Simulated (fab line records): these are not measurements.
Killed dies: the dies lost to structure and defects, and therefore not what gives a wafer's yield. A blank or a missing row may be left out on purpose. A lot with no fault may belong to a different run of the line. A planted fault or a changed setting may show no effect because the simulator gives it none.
The tool behind it: which one? :: flow n5 finfet :: 10 lots, 28 wafers sampled, at 5 steps of a route of 1938

== WHAT EACH GAUGE READ, for each wafer ==
N5_BEOL_M3_INSPECT_13: inspects for defects (brightfield). Usual: raw defect count reads 438 (standard deviation 100).
lot: L977
measured: day 8 03:38
on: defect inspect-02
raw defect count: 353 356 375
flag: 

lot: L980
measured: day 8 13:37
on: defect inspect-01
raw defect count: 400 409 317
flag: 

lot: L985
measured: day 9 02:31
on: defect inspect-01
raw defect count: 414 535 534
flag: 

lot: L986
measured: day 9 07:49
on: defect inspect-02
raw defect count: 268 427
flag: 

lot: L987
measured: day 9 19:44
on: defect inspect-01
raw defect count: 340 441 405
flag: 

lot: L991
measured: day 10 23:40
on: defect inspect-01
raw defect count: 397 491 378
flag: 

lot: L990
measured: day 11 03:01
on: defect inspect-02
raw defect count: 371 281 353
flag: 

lot: L994
measured: day 11 09:53
on: defect inspect-01
raw defect count: 294 340
flag: 

lot: L997
measured: day 11 23:40
on: defect inspect-02
raw defect count: 597 475 574
flag: 

lot: L100
measured: day 13 09:59
on: defect inspect-02
raw defect count: 374 673 451
flag: 

N5_BEOL_M4_RC_MEAS_101. Usual: DIBL_N 36.6 mV/V, standard deviation 2.1; DIBL_P 36.5 mV/V, standard deviation 2.7; IOFF_N 0.17 nA/um, standard deviation 0.043; IOFF_P 0.22 nA/um, standard deviation 0.045; ION_N 674 uA/um, standard deviation 17; ION_P 461 uA/um, standard deviation 9.9; SS_N 71.7 mV/dec, standard deviation 0.79; SS_P 73.4 mV/dec, standard deviation 0.79; VT_N 249 mV, standard deviation 4; VT_P -250 mV, standard deviation 3.3.
lot: L977
measured: day 8 20:52
on: prober-01
DIBL_N (mV/V): 33.1 34.9 38.3
DIBL_P (mV/V): 33.5 36.1 39.8
IOFF_N (nA/um): 0.10 0.14 0.22
IOFF_P (nA/um): 0.14 0.18 0.24
ION_N (uA/um): 647 658 696
ION_P (uA/um): 443 454 469
SS_N (mV/dec): 70.5 71.3 72.1
SS_P (mV/dec): 71.6 73.0 73.2
VT_N (mV): 258 252 244
VT_P (mV): -256 -254 -251
flag: 

lot: L980
measured: day 9 08:06
on: prober-02
DIBL_N (mV/V): 34.9 35.6 36.0
DIBL_P (mV/V): 34.8 34.2 34.3
IOFF_N (nA/um): 0.16 0.17 0.17
IOFF_P (nA/um): 0.26 0.25 0.25
ION_N (uA/um): 695 653 679
ION_P (uA/um): 487 460 465
SS_N (mV/dec): 71.3 71.6 71.9
SS_P (mV/dec): 72.6 73.1 73.2
VT_N (mV): 249 250 248
VT_P (mV): -244 -245 -246
flag: 

lot: L985
measured: day 10 02:48
on: prober-01
DIBL_N (mV/V): 35.0 36.8 34.8
DIBL_P (mV/V): 36.0 37.5 35.0
IOFF_N (nA/um): 0.16 0.17 0.15
IOFF_P (nA/um): 0.23 0.24 0.20
ION_N (uA/um): 689 670 680
ION_P (uA/um): 474 458 468
SS_N (mV/dec): 71.0 71.2 70.5
SS_P (mV/dec): 73.7 73.5 72.8
VT_N (mV): 247 249 250
VT_P (mV): -247 -247 -251
flag: 

lot: L986
measured: day 10 02:13
on: prober-02
DIBL_N (mV/V): 35.5 37.8
DIBL_P (mV/V): 36.0 38.4
IOFF_N (nA/um): 0.15 0.19
IOFF_P (nA/um): 0.23 0.27
ION_N (uA/um): 673 682
ION_P (uA/um): 467 478
SS_N (mV/dec): 71.9 72.0
SS_P (mV/dec): 73.6 74.2
VT_N (mV): 248 249
VT_P (mV): -246 -246
flag: 

lot: L987
measured: day 10 22:29
on: prober-01
DIBL_N (mV/V): 34.5 34.3 35.6
DIBL_P (mV/V): 33.8 34.0 36.4
IOFF_N (nA/um): 0.13 0.12 0.15
IOFF_P (nA/um): 0.18 0.19 0.24
ION_N (uA/um): 659 660 678
ION_P (uA/um): 460 457 473
SS_N (mV/dec): 70.8 70.2 71.4
SS_P (mV/dec): 72.9 73.5 73.6
VT_N (mV): 251 255 251
VT_P (mV): -249 -249 -247
flag: 

lot: L991
measured: day 11 13:39
on: prober-02
DIBL_N (mV/V): 34.3 39.3 37.2
DIBL_P (mV/V): 33.8 40.0 37.4
IOFF_N (nA/um): 0.13 0.23 0.18
IOFF_P (nA/um): 0.17 0.26 0.22
ION_N (uA/um): 665 699 682
ION_P (uA/um): 460 466 461
SS_N (mV/dec): 71.2 72.1 71.0
SS_P (mV/dec): 74.0 74.0 73.3
VT_N (mV): 250 242 248
VT_P (mV): -251 -248 -249
flag: 

lot: L990
measured: day 12 05:52
on: prober-02
DIBL_N (mV/V): 35.7 36.4 35.5
DIBL_P (mV/V): 36.7 37.6 36.8
IOFF_N (nA/um): 0.15 0.16 0.14
IOFF_P (nA/um): 0.22 0.24 0.22
ION_N (uA/um): 667 666 673
ION_P (uA/um): 466 466 465
SS_N (mV/dec): 71.7 71.9 70.7
SS_P (mV/dec): 73.9 73.5 73.5
VT_N (mV): 253 252 252
VT_P (mV): -248 -247 -249
flag: 

lot: L994
measured: day 12 11:46
on: prober-02
DIBL_N (mV/V): 37.5 36.2
DIBL_P (mV/V): 37.3 36.1
IOFF_N (nA/um): 0.21 0.18
IOFF_P (nA/um): 0.22 0.20
ION_N (uA/um): 678 699
ION_P (uA/um): 460 469
SS_N (mV/dec): 71.7 71.6
SS_P (mV/dec): 73.9 73.4
VT_N (mV): 244 246
VT_P (mV): -250 -250
flag: 

lot: L997
measured: day 12 20:22
on: prober-02
DIBL_N (mV/V): 35.6 35.8 37.1
DIBL_P (mV/V): 35.6 36.1 37.1
IOFF_N (nA/um): 0.15 0.16 0.19
IOFF_P (nA/um): 0.19 0.19 0.22
ION_N (uA/um): 665 681 673
ION_P (uA/um): 447 456 449
SS_N (mV/dec): 71.4 71.3 72.3
SS_P (mV/dec): 73.5 73.6 73.9
VT_N (mV): 252 250 246
VT_P (mV): -254 -254 -253
flag: 

lot: L100
measured: day 14 08:18
on: prober-02
DIBL_N (mV/V): 38.0 37.7 35.5
DIBL_P (mV/V): 35.3 35.8 33.8
IOFF_N (nA/um): 0.19 0.16 0.14
IOFF_P (nA/um): 0.20 0.20 0.17
ION_N (uA/um): 693 654 680
ION_P (uA/um): 467 445 472
SS_N (mV/dec): 72.9 71.8 71.3
SS_P (mV/dec): 73.4 73.4 73.6
VT_N (mV): 246 251 251
VT_P (mV): -252 -252 -252
flag: 

== WHICH TOOL RAN EACH LOT (tool, then ch and the chambers of the sampled wafers, then the start) ==
lot: L977
N5_BEOL_M3_STRIP_19: rie diel-04 ch 0,1,2, day 8 04:07
N5_BEOL_M3_COAT_76: litho track-05 ch 0, day 8 04:14
N5_BEOL_M3_DESCUM_33: rie diel-04 ch 0,1, day 8 04:38

lot: L980
N5_BEOL_M3_STRIP_19: rie diel-04 ch 0,1,2, day 8 14:06
N5_BEOL_M3_COAT_76: litho track-03 ch 0, day 8 14:13
N5_BEOL_M3_DESCUM_33: rie diel-04 ch 0,2,3, day 8 14:37

lot: L985
N5_BEOL_M3_STRIP_19: rie diel-04 ch 1,2,3, day 9 02:55
N5_BEOL_M3_COAT_76: litho track-03 ch 0, day 9 03:01
N5_BEOL_M3_DESCUM_33: rie diel-05 ch 0,3, day 9 03:32

lot: L986
N5_BEOL_M3_STRIP_19: rie diel-05 ch 0,2, day 9 08:25
N5_BEOL_M3_COAT_76: litho track-03 ch 0, day 9 08:32
N5_BEOL_M3_DESCUM_33: rie diel-02 ch 0,1, day 9 09:04

lot: L987
N5_BEOL_M3_STRIP_19: rie diel-04 ch 1,2, day 9 20:11
N5_BEOL_M3_COAT_76: litho track-03 ch 0, day 9 20:17
N5_BEOL_M3_DESCUM_33: rie diel-05 ch 0,1,3, day 9 20:41

lot: L991
N5_BEOL_M3_STRIP_19: rie diel-02 ch 0,3, day 11 00:08
N5_BEOL_M3_COAT_76: litho track-03 ch 0, day 11 00:15
N5_BEOL_M3_DESCUM_33: rie diel-02 ch 0,1,2, day 11 00:47

lot: L990
N5_BEOL_M3_STRIP_19: rie diel-02 ch 2,3, day 11 03:29
N5_BEOL_M3_COAT_76: litho track-01 ch 0, day 11 03:36
N5_BEOL_M3_DESCUM_33: rie diel-05 ch 1,2, day 11 04:05

lot: L994
N5_BEOL_M3_STRIP_19: rie diel-05 ch 1,3, day 11 10:16
N5_BEOL_M3_COAT_76: litho track-05 ch 0, day 11 10:23
N5_BEOL_M3_DESCUM_33: rie diel-02 ch 0,1, day 11 10:47

lot: L997
N5_BEOL_M3_STRIP_19: rie diel-04 ch 0,2, day 12 00:05
N5_BEOL_M3_COAT_76: litho track-05 ch 0, day 12 00:11
N5_BEOL_M3_DESCUM_33: rie diel-04 ch 0,2,3, day 12 00:47

lot: L100
N5_BEOL_M3_STRIP_19: rie diel-02 ch 1,2,3, day 13 10:23
N5_BEOL_M3_COAT_76: litho track-05 ch 0, day 13 10:30
N5_BEOL_M3_DESCUM_33: rie diel-05 ch 0,1,3, day 13 11:02
- N5_BEOL_M3_STRIP_19: strips in O2.
- N5_BEOL_M3_COAT_76: time 60 s, resist thk 5 nm.
- N5_BEOL_M3_DESCUM_33: chemistry O2, time 7 s.

== WHAT THE TOOLS THEMSELVES READ (means of the sampled wafers that have a number; where no wafer has one, the mark that the record gives instead) ==
N5_BEOL_M3_STRIP_19. Usual: drypump motor current A 5.6 A, standard deviation 0.47; oes product au 0.80 a.u., standard deviation 0.1; rf vpp V 3.7 V, standard deviation 0.5; showerhead plenum p Torr 2.12 Torr, standard deviation 0.079; throttle valve pct 16.6 %, standard deviation 0.32.
lot: L977
tool: rie diel-04
drypump motor current A (A): 5.5
oes product au (a.u.): 0.81
rf vpp V (V): 3.5
showerhead plenum p Torr (Torr): 2.14
throttle valve pct (%): 16.7
flag: 

lot: L980
tool: rie diel-04
drypump motor current A (A): 5.5
oes product au (a.u.): 0.81
rf vpp V (V): 4.2
showerhead plenum p Torr (Torr): 2.14
throttle valve pct (%): 16.7
flag: 

lot: L985
tool: rie diel-04
drypump motor current A (A): 5.4
oes product au (a.u.): 0.79
rf vpp V (V): 3.7
showerhead plenum p Torr (Torr): 2.08
throttle valve pct (%): 16.6
flag: 

lot: L986
tool: rie diel-05
drypump motor current A (A): 6.1
oes product au (a.u.): 0.79
rf vpp V (V): 4.2
showerhead plenum p Torr (Torr): 2.09
throttle valve pct (%): 16.6
flag: 

lot: L987
tool: rie diel-04
drypump motor current A (A): 5.3
oes product au (a.u.): 0.77
rf vpp V (V): 3.9
showerhead plenum p Torr (Torr): 2.09
throttle valve pct (%): 16.8
flag: 

lot: L991
tool: rie diel-02
drypump motor current A (A): 5.6
oes product au (a.u.): 0.81
rf vpp V (V): 4.3
showerhead plenum p Torr (Torr): 2.18
throttle valve pct (%): 16.6
flag: 

lot: L990
tool: rie diel-02
drypump motor current A (A): 5.5
oes product au (a.u.): 0.89
rf vpp V (V): 3.5
showerhead plenum p Torr (Torr): 2.18
throttle valve pct (%): 16.6
flag: 

lot: L994
tool: rie diel-05
drypump motor current A (A): 5.4
oes product au (a.u.): 0.83
rf vpp V (V): 3.8
showerhead plenum p Torr (Torr): 2.06
throttle valve pct (%): 16.7
flag: 

lot: L997
tool: rie diel-04
drypump motor current A (A): 5.2
oes product au (a.u.): 0.85
rf vpp V (V): 4.1
showerhead plenum p Torr (Torr): 2.21
throttle valve pct (%): 16.5
flag: 

lot: L100
tool: rie diel-02
drypump motor current A (A): 5.6
oes product au (a.u.): 0.81
rf vpp V (V): 3.2
showerhead plenum p Torr (Torr): 2.15
throttle valve pct (%): 16.8
flag: 

N5_BEOL_M3_COAT_76. Usual: plate temp C 205.04 C, standard deviation 0.17; spin speed rpm 1500.0 rpm, standard deviation 1.1.
lot: L977
tool: litho track-05
plate temp C (C): 204.92
spin speed rpm (rpm): 1498.7
flag: 

lot: L980
tool: litho track-03
plate temp C (C): 205.24
spin speed rpm (rpm): 1499.7
flag: 

lot: L985
tool: litho track-03
plate temp C (C): 205.20
spin speed rpm (rpm): 1500.3
flag: 

lot: L986
tool: litho track-03
plate temp C (C): 205.10
spin speed rpm (rpm): 1500.5
flag: 

lot: L987
tool: litho track-03
plate temp C (C): 204.96
spin speed rpm (rpm): 1546.7
flag: OFF

lot: L991
tool: litho track-03
plate temp C (C): 204.87
spin speed rpm (rpm): 1546.4
flag: OFF

lot: L990
tool: litho track-01
plate temp C (C): 204.83
spin speed rpm (rpm): 1499.8
flag: 

lot: L994
tool: litho track-05
plate temp C (C): 204.91
spin speed rpm (rpm): 1502.1
flag: 

lot: L997
tool: litho track-05
plate temp C (C): 204.99
spin speed rpm (rpm): 1500.6
flag: 

lot: L100
tool: litho track-05
plate temp C (C): 204.86
spin speed rpm (rpm): 1499.7
flag: 

N5_BEOL_M3_DESCUM_33. Usual: drypump motor current A 5.6 A, standard deviation 0.5; oes product au 0.79 a.u., standard deviation 0.098; rf vpp V 243.5 V, standard deviation 1.3; showerhead plenum p Torr 2.12 Torr, standard deviation 0.076; throttle valve pct 20.4 %, standard deviation 0.34.
lot: L977
tool: rie diel-04
drypump motor current A (A): 5.9
oes product au (a.u.): 0.77
rf vpp V (V): 243.4
showerhead plenum p Torr (Torr): 2.09
throttle valve pct (%): 20.5
flag: 

lot: L980
tool: rie diel-04
drypump motor current A (A): 5.1
oes product au (a.u.): 0.89
rf vpp V (V): 243.8
showerhead plenum p Torr (Torr): 2.17
throttle valve pct (%): 20.1
flag: 

lot: L985
tool: rie diel-05
drypump motor current A (A): 6.1
oes product au (a.u.): 0.70
rf vpp V (V): 243.3
showerhead plenum p Torr (Torr): 2.13
throttle valve pct (%): 20.8
flag: 

lot: L986
tool: rie diel-02
drypump motor current A (A): 5.9
oes product au (a.u.): 0.72
rf vpp V (V): 243.7
showerhead plenum p Torr (Torr): 2.12
throttle valve pct (%): 20.6
flag: 

lot: L987
tool: rie diel-05
drypump motor current A (A): 5.8
oes product au (a.u.): 0.69
rf vpp V (V): 242.9
showerhead plenum p Torr (Torr): 2.10
throttle valve pct (%): 20.7
flag: 

lot: L991
tool: rie diel-02
drypump motor current A (A): 5.8
oes product au (a.u.): 0.80
rf vpp V (V): 243.3
showerhead plenum p Torr (Torr): 2.11
throttle valve pct (%): 20.6
flag: 

lot: L990
tool: rie diel-05
drypump motor current A (A): 5.6
oes product au (a.u.): 0.75
rf vpp V (V): 242.9
showerhead plenum p Torr (Torr): 2.04
throttle valve pct (%): 20.3
flag: 

lot: L994
tool: rie diel-02
drypump motor current A (A): 5.9
oes product au (a.u.): 0.70
rf vpp V (V): 242.9
showerhead plenum p Torr (Torr): 2.12
throttle valve pct (%): 20.6
flag: 

lot: L997
tool: rie diel-04
drypump motor current A (A): 5.1
oes product au (a.u.): 0.84
rf vpp V (V): 244.1
showerhead plenum p Torr (Torr): 2.16
throttle valve pct (%): 20.2
flag: 

lot: L100
tool: rie diel-05
drypump motor current A (A): 5.8
oes product au (a.u.): 0.77
rf vpp V (V): 243.3
showerhead plenum p Torr (Torr): 2.09
throttle valve pct (%): 20.6
flag: 

== THE ANSWER, worked out from the rows above alone ==
Rule: lot off if the mean of its wafers having a number is beyond 3 standard deviations from the usual mean. A lot without any number at a reading at which 4 lots or more have one is off too. All remaining lots with rows at the step are treated as sound. The gauges are gone through in route order, then the tools' own readings, and for those a lot's mean is taken as printed above. At the first step where some lot is off, the reading lying furthest off is the one used; lots without a number count as furthest.
Off, at N5_BEOL_M3_COAT_76 on spin speed rpm: L987, L991.
If a tool, at that step or one of the process steps before it, ran each lot that is off and ran no sound lot following the first of them, it fits. One fits: litho track-03 at N5_BEOL_M3_COAT_76. Its last sound lot is L986 (day 9 08:32), its first lot that is off L987 (day 9 20:17): a fault that began between those two fits.
The tool's own readings at N5_BEOL_M3_COAT_76 bear it out: on the lots that are off they differ by more than 5 times the standard deviation of the sound lots' means. spin speed rpm reads 1546.6 rpm there against 1500.2 rpm on the sound lots.

== WHAT THE SIMULATOR PUT IN ==
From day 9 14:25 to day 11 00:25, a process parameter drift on litho track-03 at N5_BEOL_M3_COAT_76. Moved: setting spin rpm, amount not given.
Shown lots that were struck: L987, L991. The same result came from the rule above.
